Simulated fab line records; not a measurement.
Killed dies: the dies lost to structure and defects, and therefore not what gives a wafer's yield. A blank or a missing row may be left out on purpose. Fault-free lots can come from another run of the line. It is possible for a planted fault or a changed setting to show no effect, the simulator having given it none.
Matching of chambers	flow n5-finfet	N5_BEOL_M9_VIA_ETCH_34 on rie-diel-02 has 4 sister chambers
The step etches SiCOH lowk in C4F6/O2, target depth 182.4 nm, time 68.4 s. 4 wafers are shown with their chamber, then 7 later ones without.

WAFERS, EACH WITH ITS CHAMBER
wafer	chamber	rf-vpp-V (V)
L079.4	2	662
L085.5	3	674
L086.3	1	647
L086.4	0	651

WAFERS WITHOUT THEIR CHAMBER
wafer	rf-vpp-V (V)
L086.6	646
L094.2	684
L094.3	659
L094.6	650
L096.1	684
L096.3	683
L096.5	650

CHAMBER TAKEN BY EACH
wafer	from the rows above	in truth
L086.6	can't be placed: 1 or 0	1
L094.2	can't be placed: 3 or 2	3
L094.3	can't be placed: 2 or 0 or 1 or 3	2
L094.6	can't be placed: 0 or 1 or 2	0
L096.1	can't be placed: 3 or 2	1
L096.3	can't be placed: 3 or 2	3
L096.5	can't be placed: 0 or 1 or 2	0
0 of 7 placed correctly. Not placeable from these rows: 7 (in 6, the candidates include the true chamber). Placed wrongly: 0.
How it was worked out, from the rows above alone: a wafer's distance from a chamber is the root of the sum, over the readings, of the square of ((its reading less the chamber's mean) divided by the reading's scatter). If the next closest chamber is less than 2 further off than the closest, the wafer can't be placed; otherwise it belongs to the closest. A chamber's mean is the mean of its shown wafers. The scatter: root of mean squared gap, hidden wafer to nearest shown wafer, with one shown wafer a chamber.
